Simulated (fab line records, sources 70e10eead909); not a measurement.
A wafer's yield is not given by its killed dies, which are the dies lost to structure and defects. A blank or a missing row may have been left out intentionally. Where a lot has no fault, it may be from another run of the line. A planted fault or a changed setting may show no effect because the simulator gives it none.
Which tool is to blame? -- flow nand-harc -- 10 lots with 30 wafers sampled at 5 steps, on a route of 1159 steps

== WHAT THE GAUGES SHOWED, per wafer ==
NHARC_END_SORT_01.
lot,measured,on,killed-at-array
L587,day 23 20:14,prober-01,675 670 669
L589,day 24 02:37,prober-02,672 674 676
L590,day 24 20:16,prober-01,676 676 676

== EACH LOT AND THE TOOL THAT RAN IT (in order: tool; ch and the chambers of the sampled wafers; start) ==
lot,NHARC_A_CONTACT_ETCH_75,NHARC_A_CONTACT_ETCH_126,NHARC_A_CONTACT_ETCH_127,NHARC_A_CONTACT_ETCH_91
L573,"rie-diel-01 ch 0,3, day 17 00:53","har-cap-etch-02 ch 0,1, day 17 02:20","har-cap-etch-02 ch 0,1, day 17 02:29","rie-diel-11 ch 0,3, day 17 03:51"
L582,"rie-diel-11 ch 1,3, day 20 00:53","har-cap-etch-01 ch 0,1, day 20 02:16","har-cap-etch-01 ch 0,1, day 20 02:25","rie-diel-01 ch 0,2,3, day 20 03:51"
L583,"rie-diel-01 ch 1,2,3, day 20 03:56","har-cap-etch-03 ch 0,1, day 20 05:25","har-cap-etch-03 ch 0,1, day 20 05:33","rie-diel-11 ch 0,1, day 20 06:57"
L587,"rie-diel-01 ch 2,3, day 20 21:52","har-cap-etch-02 ch 0,1, day 20 23:15","har-cap-etch-02 ch 0,1, day 20 23:23","rie-diel-11 ch 2,3, day 21 00:49"
L589,"rie-diel-01 ch 0,2,3, day 21 10:58","har-cap-etch-03 ch 0,1, day 21 12:22","har-cap-etch-03 ch 0,1, day 21 12:30","rie-diel-11 ch 1,2,3, day 21 13:54"
L591,"rie-diel-09 ch 0,3, day 21 20:35","har-cap-etch-02 ch 0,1, day 21 21:58","har-cap-etch-02 ch 0,1, day 21 22:06","rie-diel-11 ch 0,1,2, day 21 23:32"
L593,"rie-diel-01 ch 0,2,3, day 22 00:21","har-cap-etch-01 ch 0, day 22 01:44","har-cap-etch-01 ch 0, day 22 01:53","rie-diel-11 ch 0,2,3, day 22 03:19"
L592,"rie-diel-11 ch 1,2, day 22 02:54","har-cap-etch-02 ch 0,1, day 22 04:35","har-cap-etch-02 ch 0,1, day 22 04:43","rie-diel-11 ch 0,3, day 22 06:05"
L590,"rie-diel-01 ch 1,2,3, day 22 04:47","har-cap-etch-03 ch 0,1, day 22 06:10","har-cap-etch-03 ch 0,1, day 22 06:18","rie-diel-11 ch 0,1,3, day 22 07:44"
L594,"rie-diel-11 ch 2,3, day 22 18:13","har-cap-etch-02 ch 0,1, day 22 20:07","har-cap-etch-02 ch 0,1, day 22 20:15","rie-diel-11 ch 0,1,2, day 22 21:38"
- NHARC_A_CONTACT_ETCH_75: etches the open film in CF4, target depth 39 nm, time 65 s.
- NHARC_A_CONTACT_ETCH_126: etches the open film in C4F8/O2/Ar, time 155 s, target depth 956 nm.
- NHARC_A_CONTACT_ETCH_127: etches the open film in C4F8/O2/Ar, time 155 s, target depth 956 nm.
- NHARC_A_CONTACT_ETCH_91: etches the open film in CH3F/O2, target depth 40 nm, time 85.7 s.

== THE ANSWER, worked out from the rows above alone ==
Rule: the usual values come from the lots themselves. The widest of any qualifying gaps counts: lots, ordered by their means at a reading, are off when they make up no more than a third of the lots, leave a main group of 4 or more, and stand apart from it by 3 or more times the standard deviation of that group's means. Not used: any main group whose means are identical at the precision the tables above print for the reading. A lot without any number at a reading at which 4 lots or more have one is off too. Any other lot the step has rows for is counted as sound.
None of the lots is off at any reading shown; this tells nothing.

== WHAT THE SIMULATOR HAD INSERTED ==
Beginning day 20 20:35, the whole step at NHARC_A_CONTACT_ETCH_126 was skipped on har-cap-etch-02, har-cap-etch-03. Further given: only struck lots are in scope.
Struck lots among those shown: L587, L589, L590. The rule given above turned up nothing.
